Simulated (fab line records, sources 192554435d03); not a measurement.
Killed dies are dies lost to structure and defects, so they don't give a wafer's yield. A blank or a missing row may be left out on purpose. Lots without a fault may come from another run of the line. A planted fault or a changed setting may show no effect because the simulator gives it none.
Which tool did it? | flow n5_finfet | 12 lots, 36 wafers sampled, at 4 steps of a route of 1938

WHAT THE GAUGES READ, wafer by wafer
N5_BEOL_M2_THK_MEAS_53: measures by xrf.
lot  | measured     | on            | M2_THK (nm)
L075 | day 7 03:01  | film_metro-01 | 37.6 43.5 40.7
L077 | day 8 05:04  | film_metro-01 | 40.5 43.0 41.8
L080 | day 8 14:23  | film_metro-02 | 39.5 41.1 42.5
L081 | day 8 20:53  | film_metro-01 | 41.7 42.1 41.1
L083 | day 9 03:00  | film_metro-02 | 42.7 39.9 40.3
L085 | day 10 05:14 | film_metro-02 | 38.6 41.6 42.1
L087 | day 10 18:16 | film_metro-01 | 40.3 38.9 42.3
L089 | day 10 22:10 | film_metro-02 | 39.5 40.0 41.3
L091 | day 11 10:34 | film_metro-02 | 41.7 40.6 42.2
L093 | day 11 16:40 | film_metro-02 | 42.2 42.4 40.8
L095 | day 12 08:13 | film_metro-02 | 39.7 41.2 40.4
L097 | day 12 20:12 | film_metro-01 | 40.8 39.8 41.2

WHICH TOOL RAN EACH LOT (tool, then ch and the chambers of the sampled wafers, then the start)
lot  | N5_BEOL_M2_PRE_CLEAN_45      | N5_BEOL_M2_SPUTTER_48        | N5_BEOL_M2_ANNEAL_49
L075 | pvd_sputter-01, day 6 23:51  | pvd_sputter-01, day 7 00:28  | pvd_sputter-01, day 7 00:33
L077 | pvd_sputter-02, day 8 01:41  | pvd_sputter-03, day 8 02:27  | pvd_sputter-03, day 8 02:32
L080 | pvd_sputter-01, day 8 10:59  | pvd_sputter-02, day 8 11:42  | pvd_sputter-02, day 8 11:47
L081 | pvd_sputter-03, day 8 17:38  | pvd_sputter-01, day 8 18:20  | pvd_sputter-01, day 8 18:25
L083 | pvd_sputter-01, day 8 23:07  | pvd_sputter-01, day 9 00:26  | pvd_sputter-01, day 9 00:31
L085 | pvd_sputter-01, day 10 01:20 | pvd_sputter-01, day 10 02:32 | pvd_sputter-01, day 10 02:37
L087 | pvd_sputter-01, day 10 14:37 | pvd_sputter-03, day 10 15:13 | pvd_sputter-03, day 10 15:17
L089 | pvd_sputter-01, day 10 18:44 | pvd_sputter-01, day 10 19:37 | pvd_sputter-01, day 10 19:41
L091 | pvd_sputter-03, day 11 05:35 | pvd_sputter-03, day 11 07:56 | pvd_sputter-03, day 11 08:01
L093 | pvd_sputter-03, day 11 13:17 | pvd_sputter-02, day 11 14:08 | pvd_sputter-02, day 11 14:13
L095 | pvd_sputter-01, day 12 04:54 | pvd_sputter-01, day 12 05:29 | pvd_sputter-01, day 12 05:34
L097 | pvd_sputter-01, day 12 16:52 | pvd_sputter-01, day 12 17:39 | pvd_sputter-01, day 12 17:44
- N5_BEOL_M2_PRE_CLEAN_45: time 30 s.
- N5_BEOL_M2_SPUTTER_48: material Cu, target thk 4.5 nm, time 8.29 s.
- N5_BEOL_M2_ANNEAL_49: time 240 s.

THE ANSWER, worked out from the rows above alone
Rule: what is usual is taken from the lots themselves. Put in order of their means at a reading, lots are off if they are a third of the lots or fewer, leave a main group of 4 or more, and stand apart from it by a gap of 3 or more times the standard deviation of the main group's means; of several such gaps the widest counts. A main group whose means are all the same, to the digits that the tables above print for the reading, isn't used. A lot without any number at a reading at which 4 lots or more have one is off too. The other lots that the step has rows for count as sound.
No lot is off at any reading shown: from this, nothing can be told.

WHAT THE SIMULATOR HAD PUT IN
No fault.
